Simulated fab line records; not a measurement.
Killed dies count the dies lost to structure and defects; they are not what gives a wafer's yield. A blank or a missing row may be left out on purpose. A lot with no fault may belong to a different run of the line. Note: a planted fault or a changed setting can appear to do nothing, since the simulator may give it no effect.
Chamber matching + flow n5 finfet + N5_GATE_CUT_ETCH_58 on rie diel-05: 4 sister chambers
The step etches SiNx in CH3F/O2, target depth 17 nm, time 128.6 s. 4 wafers are shown with their chamber, then 12 later ones without.

== WAFERS WITH THEIR CHAMBER ==
| wafer  | chamber | showerhead plenum p Torr (Torr) |
|--------|---------|---------------------------------|
| L084.5 | 0       | 2.06                            |
| L089.1 | 3       | 1.92                            |
| L089.2 | 1       | 1.93                            |
| L089.4 | 2       | 1.97                            |

== WAFERS WITHOUT THEIR CHAMBER ==
| wafer  | showerhead plenum p Torr (Torr) |
|--------|---------------------------------|
| L091.1 | 2.06                            |
| L091.3 | 1.93                            |
| L091.4 | 1.96                            |
| L092.2 | 1.93                            |
| L092.4 | 1.92                            |
| L092.6 | 1.96                            |
| L093.2 | 1.93                            |
| L093.5 | 2.06                            |
| L093.6 | 1.93                            |
| L097.1 | 2.05                            |
| L097.2 | 1.92                            |
| L097.6 | 1.93                            |

== EACH ONE'S CHAMBER ==
| wafer  | from the rows above     | in truth |
|--------|-------------------------|----------|
| L091.1 | 0                       | 0        |
| L091.3 | can't be placed: 1 or 3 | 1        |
| L091.4 | 2                       | 2        |
| L092.2 | can't be placed: 1 or 3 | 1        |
| L092.4 | can't be placed: 3 or 1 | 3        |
| L092.6 | 2                       | 2        |
| L093.2 | can't be placed: 1 or 3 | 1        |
| L093.5 | 0                       | 0        |
| L093.6 | can't be placed: 1 or 3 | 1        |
| L097.1 | 0                       | 0        |
| L097.2 | can't be placed: 3 or 1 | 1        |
| L097.6 | can't be placed: 1 or 3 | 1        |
5 of 12 placed correctly. Cannot be placed on the basis of these rows: 7; the candidates contain the true chamber in 7. Number placed wrongly: 0.
How it was worked out, from the rows above alone: a wafer's distance from a chamber is the root of the sum, over the readings, of the square of ((its reading less the chamber's mean) divided by the reading's scatter). If the next closest chamber is less than 2 further off than the closest, the wafer can't be placed; otherwise it belongs to the closest. Each chamber's mean is taken over the wafers shown for it. The scatter: root of mean squared gap, hidden wafer to nearest shown wafer, with one shown wafer a chamber.
